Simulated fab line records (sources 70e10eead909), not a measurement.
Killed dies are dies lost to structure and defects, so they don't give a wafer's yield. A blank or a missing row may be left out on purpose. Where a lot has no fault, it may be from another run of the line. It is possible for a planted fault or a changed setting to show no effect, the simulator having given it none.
fab line records | flow nandHarc
[record] lots = 13 | wafers = 39 | lastDay = 34
route steps=1302 shown P_ZERO_WELL@26 P_STI@91
lots that met no fault: taken from a fault-free run of the same line
startH: the number of hours between the record's first day and the start of the first shown wafer of the lot | waitH: hours from the lot's prior step to this one | " identical to the entry in the row above | L1.1+2: one row covering several wafers at once | - no value present, or no start provided | * or withheld: withheld | < > ~ a bound
route shown NAME@n: a module of which the file shows steps, and the number in the route of the first | usual: the fault-free wafers' mean and standard deviation | same: alike in all rows | chamber/n: place in a boat | sites: readings site by site | _std_site: standard deviation of those values | _edge_site: mean of outer sites minus mean of inner sites | radiusMm: for every site, how far away it sits from the centre of the wafer | mask NAME#n: copy n | behind: the last tool/chamber to shape the wafer | hold: why the lot went on hold/how many hours it stayed there/how the hold came to an end | device: the n, p or np transistor that did not switch | end of line: the tests these same wafers got at the end of their route | step lacking rows: just its recipe | killed: at the first sort, the dies lost to defects and structure; wafer yield is something else | map: dies across one wafer; x = killed, . = not, _ = none there
set.NAME: the setting the step ran with; set.NAME@STEP: the setting that earlier step ran with | model.NAME: the simulator's own value behind a step, which no gauge read
a sample of lots followed through the steps of the route, with each step as a table and each wafer as a row
services: the hour from which a tool's chamber was out of use, counted from the record's first day as startH (under 0 if before that day), plus the number of hours and why
[[steps]]
[step NHARC_P_ZERO_WELL_EXPOSE_21]
[recipe] na = 0.6 | targetCdNm = 720 | doseMj = 22.31 | maskId = P_NWELL
lot.wafer  | tool          | chamber | startH | waitH | mask
L200.4+5+6 | krfScanner-02 | 0       | 22.45  | -     | P_NWELL#0
L201.2+3+5 | krfScanner-04 | 0       | 33.01  | -     | P_NWELL#0
L202.2+4+5 | krfScanner-03 | 0       | 42.41  | -     | P_NWELL#0
L205.1+2+4 | krfScanner-03 | 0       | 72.31  | -     | P_NWELL_R1#0
L208.1+3+6 | krfScanner-03 | 0       | 102.46 | -     | P_NWELL#0
L211.1+2+3 | krfScanner-03 | 0       | 132.30 | -     | P_NWELL#0
L216.3+4+6 | krfScanner-03 | 0       | 182.30 | -     | P_NWELL#0
L217.3+4+6 | krfScanner-02 | 0       | 192.49 | -     | P_NWELL#0
L218.2+4+6 | krfScanner-03 | 0       | 202.44 | -     | P_NWELL#0
L219.2+5+6 | krfScanner-03 | 0       | 212.32 | -     | P_NWELL#0
L220.2+4+6 | krfScanner-03 | 0       | 222.33 | -     | P_NWELL#0
L221.2+4+6 | krfScanner-02 | 0       | 232.31 | -     | P_NWELL#0
L223.2+4+6 | krfScanner-02 | 0       | 252.19 | -     | P_NWELL#0
[step NHARC_P_ZERO_WELL_CD_MEAS_24]
[recipe] targetCdNm = 720 | landingEnergyEv = 500
[usual] cdNm = 719.8/1.4
[same] landingEnergyEv = 500
lot.wafer | tool     | chamber | startH | waitH | hold                    | cdNm
L200.4    | cdSem-02 | 0       | 22.59  | -     | -                       | 720.5
L200.5    | "        | 0       | "      | "     | -                       | 721.0
L200.6    | "        | 0       | "      | "     | -                       | 719.7
L201.2    | cdSem-02 | 0       | 33.16  | -     | -                       | 718.9
L201.3    | "        | 0       | "      | "     | -                       | 717.3
L201.5    | "        | 0       | "      | "     | -                       | 719.8
L202.2    | cdSem-03 | 0       | 42.56  | -     | -                       | 720.4
L202.4    | "        | 0       | "      | "     | -                       | 721.9
L202.5    | "        | 0       | "      | "     | -                       | 720.8
L205.1    | cdSem-02 | 0       | 72.46  | -     | awaitDispo/0.2h/release | 705.3
L205.2    | "        | 0       | "      | "     | awaitDispo/0.2h/release | 706.4
L205.4    | "        | 0       | "      | "     | awaitDispo/0.2h/release | 705.5
L205.1    | cdSem-02 | 0       | -      | -     | -                       | 705.4
L205.2    | "        | 0       | "      | "     | -                       | 706.1
L205.4    | "        | 0       | "      | "     | -                       | 705.9
L208.1    | cdSem-03 | 0       | 102.62 | -     | -                       | 720.7
L208.3    | "        | 0       | "      | "     | -                       | 719.0
L208.6    | "        | 0       | "      | "     | -                       | 716.6
L211.1    | cdSem-02 | 0       | 132.46 | -     | -                       | 721.3
L211.2    | "        | 0       | "      | "     | -                       | 722.3
L211.3    | "        | 0       | "      | "     | -                       | 721.2
L216.3    | cdSem-02 | 0       | 182.45 | -     | -                       | 720.9
L216.4    | "        | 0       | "      | "     | -                       | 720.2
L216.6    | "        | 0       | "      | "     | -                       | 721.7
L217.3    | cdSem-01 | 0       | 192.63 | -     | -                       | 720.4
L217.4    | "        | 0       | "      | "     | -                       | 720.5
L217.6    | "        | 0       | "      | "     | -                       | 719.5
L218.2    | cdSem-01 | 0       | 202.59 | -     | -                       | 722.7
L218.4    | "        | 0       | "      | "     | -                       | 721.6
L218.6    | "        | 0       | "      | "     | -                       | 721.5
L219.2    | cdSem-02 | 0       | 212.47 | -     | -                       | 722.0
L219.5    | "        | 0       | "      | "     | -                       | 721.2
L219.6    | "        | 0       | "      | "     | -                       | 719.5
L220.2    | cdSem-02 | 0       | 222.49 | -     | -                       | 718.9
L220.4    | "        | 0       | "      | "     | -                       | 717.1
L220.6    | "        | 0       | "      | "     | -                       | 718.4
L221.2    | cdSem-01 | 0       | 232.46 | -     | -                       | 718.2
L221.4    | "        | 0       | "      | "     | -                       | 720.5
L221.6    | "        | 0       | "      | "     | -                       | 720.0
L223.2    | cdSem-01 | 0       | 252.34 | -     | -                       | 719.5
L223.4    | "        | 0       | "      | "     | -                       | 718.1
L223.6    | "        | 0       | "      | "     | -                       | 719.7
[step NHARC_P_STI_CD_MEAS_16]
[usual] cdNm = 199.6/1.8
lot.wafer | tool     | chamber | startH | waitH | cdNm
L200.4    | cdSem-02 | -       | 49.29  | -     | 200.7
L200.5    | "        | -       | "      | "     | 197.4
L200.6    | "        | -       | "      | "     | 198.4
L201.2    | cdSem-02 | -       | 58.41  | -     | 197.9
L201.3    | "        | -       | "      | "     | 198.6
L201.5    | "        | -       | "      | "     | 198.6
L202.2    | cdSem-02 | -       | 65.90  | -     | 199.7
L202.4    | "        | -       | "      | "     | 201.3
L202.5    | "        | -       | "      | "     | 202.4
L205.1    | cdSem-01 | -       | 92.85  | -     | 200.6
L205.2    | "        | -       | "      | "     | 203.1
L205.4    | "        | -       | "      | "     | 202.4
L208.1    | cdSem-02 | -       | 124.01 | -     | 200.4
L208.3    | "        | -       | "      | "     | 198.4
L208.6    | "        | -       | "      | "     | 199.3
L211.1    | cdSem-02 | -       | 154.88 | -     | 201.2
L211.2    | "        | -       | "      | "     | 200.9
L211.3    | "        | -       | "      | "     | 201.2
L216.3    | cdSem-02 | -       | 204.20 | -     | 200.7
L216.4    | "        | -       | "      | "     | 199.8
L216.6    | "        | -       | "      | "     | 198.2
L217.3    | cdSem-03 | -       | 212.93 | -     | 199.0
L217.4    | "        | -       | "      | "     | 197.2
L217.6    | "        | -       | "      | "     | 200.1
L218.2    | cdSem-03 | -       | 224.20 | -     | 200.9
L218.4    | "        | -       | "      | "     | 202.9
L218.6    | "        | -       | "      | "     | 200.7
L219.2    | cdSem-02 | -       | 235.95 | -     | 198.7
L219.5    | "        | -       | "      | "     | 201.1
L219.6    | "        | -       | "      | "     | 199.8
L220.2    | cdSem-03 | -       | 246.26 | -     | 202.0
L220.4    | "        | -       | "      | "     | 197.4
L220.6    | "        | -       | "      | "     | 200.1
L221.2    | cdSem-03 | -       | 254.90 | -     | 200.2
L221.4    | "        | -       | "      | "     | 199.6
L221.6    | "        | -       | "      | "     | 198.4
L223.2    | cdSem-02 | -       | 276.94 | -     | 197.9
L223.4    | "        | -       | "      | "     | 200.9
L223.6    | "        | -       | "      | "     | 201.0
[step NHARC_P_STI_OCD_MEAS_17]
[usual] trenchDepthNm = 299.0/2.8 | trenchFootCdNm = 158.3/1.6
lot.wafer | tool   | chamber | startH | waitH | trenchDepthNm | trenchFootCdNm
L200.4    | ocd-01 | -       | 49.37  | 0.1   | 297.7         | 159.1
L200.5    | "      | -       | "      | "     | 298.0         | 156.2
L200.6    | "      | -       | "      | "     | 295.4         | 158.2
L201.2    | ocd-02 | -       | 58.50  | 0.1   | 305.4         | 155.3
L201.3    | "      | -       | "      | "     | 302.1         | 156.1
L201.5    | "      | -       | "      | "     | 298.6         | 157.3
L202.2    | ocd-02 | -       | 65.99  | 0.1   | 306.4         | 157.4
L202.4    | "      | -       | "      | "     | 304.4         | 158.6
L202.5    | "      | -       | "      | "     | 304.5         | 160.3
L205.1    | ocd-02 | -       | 92.94  | 0.1   | 303.1         | 157.5
L205.2    | "      | -       | "      | "     | 301.8         | 161.0
L205.4    | "      | -       | "      | "     | 299.9         | 159.6
L208.1    | ocd-01 | -       | 124.10 | 0.1   | 295.8         | 159.2
L208.3    | "      | -       | "      | "     | 300.0         | 157.0
L208.6    | "      | -       | "      | "     | 300.3         | 158.7
L211.1    | ocd-01 | -       | 154.97 | 0.1   | 298.7         | 159.3
L211.2    | "      | -       | "      | "     | 297.8         | 159.7
L211.3    | "      | -       | "      | "     | 299.5         | 159.1
L216.3    | ocd-01 | -       | 204.29 | 0.1   | 297.7         | 159.1
L216.4    | "      | -       | "      | "     | 298.0         | 159.2
L216.6    | "      | -       | "      | "     | 295.9         | 157.5
L217.3    | ocd-01 | -       | 213.01 | 0.1   | 298.1         | 159.2
L217.4    | "      | -       | "      | "     | 297.6         | 155.3
L217.6    | "      | -       | "      | "     | 300.3         | 158.4
L218.2    | ocd-01 | -       | 224.29 | 0.1   | 294.6         | 160.7
L218.4    | "      | -       | "      | "     | 297.4         | 161.4
L218.6    | "      | -       | "      | "     | 297.9         | 159.5
L219.2    | ocd-02 | -       | 236.04 | 0.1   | 299.3         | 157.8
L219.5    | "      | -       | "      | "     | 300.6         | 158.9
L219.6    | "      | -       | "      | "     | 305.8         | 157.1
L220.2    | ocd-01 | -       | 246.35 | 0.1   | 300.4         | 160.8
L220.4    | "      | -       | "      | "     | 297.9         | 156.4
L220.6    | "      | -       | "      | "     | 296.1         | 159.3
L221.2    | ocd-02 | -       | 254.98 | 0.1   | 298.7         | 158.9
L221.4    | "      | -       | "      | "     | 301.6         | 159.1
L221.6    | "      | -       | "      | "     | 294.4         | 155.7
L223.2    | ocd-02 | -       | 277.03 | 0.1   | 298.8         | 157.5
L223.4    | "      | -       | "      | "     | 296.1         | 160.2
L223.6    | "      | -       | "      | "     | 298.0         | 159.8
[step NHARC_P_STI_OCD_MEAS_43]
[usual] trenchDepthNm = 298.9/2.8 | trenchFootCdNm = 158.3/1.6
lot.wafer | tool   | chamber | startH | waitH | trenchDepthNm | trenchFootCdNm
L200.4    | ocd-02 | -       | 49.88  | -     | 297.9         | 159.3
L200.5    | "      | -       | "      | "     | 297.6         | 156.3
L200.6    | "      | -       | "      | "     | 296.1         | 157.8
L201.2    | ocd-01 | -       | 59.01  | -     | 305.9         | 155.0
L201.3    | "      | -       | "      | "     | 302.4         | 155.7
L201.5    | "      | -       | "      | "     | 299.1         | 157.0
L202.2    | ocd-01 | -       | 66.49  | -     | 306.2         | 157.6
L202.4    | "      | -       | "      | "     | 303.9         | 158.4
L202.5    | "      | -       | "      | "     | 304.5         | 160.5
L205.1    | ocd-01 | -       | 93.44  | -     | 303.0         | 157.3
L205.2    | "      | -       | "      | "     | 300.6         | 160.8
L205.4    | "      | -       | "      | "     | 299.6         | 159.9
L208.1    | ocd-02 | -       | 124.61 | -     | 295.9         | 159.2
L208.3    | "      | -       | "      | "     | 301.1         | 157.2
L208.6    | "      | -       | "      | "     | 300.5         | 158.4
L211.1    | ocd-02 | -       | 155.48 | -     | 298.5         | 159.5
L211.2    | "      | -       | "      | "     | 297.5         | 159.2
L211.3    | "      | -       | "      | "     | 300.1         | 159.8
L216.3    | ocd-02 | -       | 204.80 | -     | 298.1         | 158.5
L216.4    | "      | -       | "      | "     | 297.9         | 159.4
L216.6    | "      | -       | "      | "     | 295.9         | 157.7
L217.3    | ocd-02 | -       | 213.52 | -     | 297.8         | 159.4
L217.4    | "      | -       | "      | "     | 296.8         | 155.6
L217.6    | "      | -       | "      | "     | 299.4         | 158.1
L218.2    | ocd-02 | -       | 224.80 | -     | 294.1         | 160.8
L218.4    | "      | -       | "      | "     | 297.4         | 161.7
L218.6    | "      | -       | "      | "     | 297.5         | 160.4
L219.2    | ocd-01 | -       | 236.54 | -     | 299.0         | 157.1
L219.5    | "      | -       | "      | "     | 299.4         | 159.0
L219.6    | "      | -       | "      | "     | 305.4         | 157.1
L220.2    | ocd-01 | -       | 246.86 | -     | 299.6         | 160.3
L220.4    | "      | -       | "      | "     | 297.5         | 156.5
L220.6    | "      | -       | "      | "     | 295.7         | 158.5
L221.2    | ocd-01 | -       | 255.49 | -     | 299.2         | 158.6
L221.4    | "      | -       | "      | "     | 301.4         | 159.3
L221.6    | "      | -       | "      | "     | 294.6         | 157.3
L223.2    | ocd-01 | -       | 277.53 | -     | 298.6         | 156.7
L223.4    | "      | -       | "      | "     | 296.0         | 160.4
L223.6    | "      | -       | "      | "     | 298.2         | 159.5
[[services]]
tool          | chamber | startH | hours | kind
krfScanner-04 | -       | 11.13  | 4.0   | pm
krfScanner-02 | 0       | 17.30  | -     | calibration
krfScanner-03 | -       | 29.61  | 0.6   | repair
krfScanner-03 | -       | 52.76  | 4.0   | pm
krfScanner-04 | -       | 53.46  | 0.9   | repair
krfScanner-04 | -       | 69.61  | 48.1  | repair
krfScanner-03 | 0       | 81.43  | -     | calibration
krfScanner-02 | -       | 94.00  | 4.0   | pm
krfScanner-03 | -       | 103.73 | 1.8   | repair
krfScanner-03 | -       | 136.53 | 11.2  | repair
krfScanner-04 | -       | 137.11 | 0.9   | repair
krfScanner-03 | -       | 158.95 | 0.5   | repair
krfScanner-04 | 0       | 168.44 | -     | calibration
krfScanner-02 | 0       | 174.49 | -     | calibration
krfScanner-04 | -       | 183.13 | 4.0   | pm
krfScanner-03 | -       | 224.76 | 4.0   | pm
[[key]]
[firstSign] step = NHARC_P_ZERO_WELL_EXPOSE_21 | reading = mask | direction = changed
[effect] step = NHARC_P_ZERO_WELL_CD_MEAS_24 | reading = visit | direction = added
[effect] step = NHARC_P_ZERO_WELL_CD_MEAS_24 | reading = cdNm | direction = down | sigmas = 10 | usual = 719.8 | struck = 705.7
metAt NHARC_P_ZERO_WELL_EXPOSE_21
struckLots L205
testerLeftOut L205
notActingAt NHARC_P_STI_CD_MEAS_16,NHARC_P_STI_OCD_MEAS_17,NHARC_P_STI_OCD_MEAS_43
onsetBetween 42.41 72.31
[fault] kind = wrongMask | tool = any | chamber = - | onsetH = 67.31 | steps = NHARC_P_ZERO_WELL_EXPOSE_21 | auxCopy = P_NWELL_R1#0 | cdOffsetNm = -15.11 | scope = struckLotsOnly
// testerLeftOut: of these lots the tester's yield and bins aren't shown, on N5 and GAA mostly nor the transistor test; their killed dies are dies lost to structure and defects alone, not to doping, threshold or leakage, so they don't give the yield
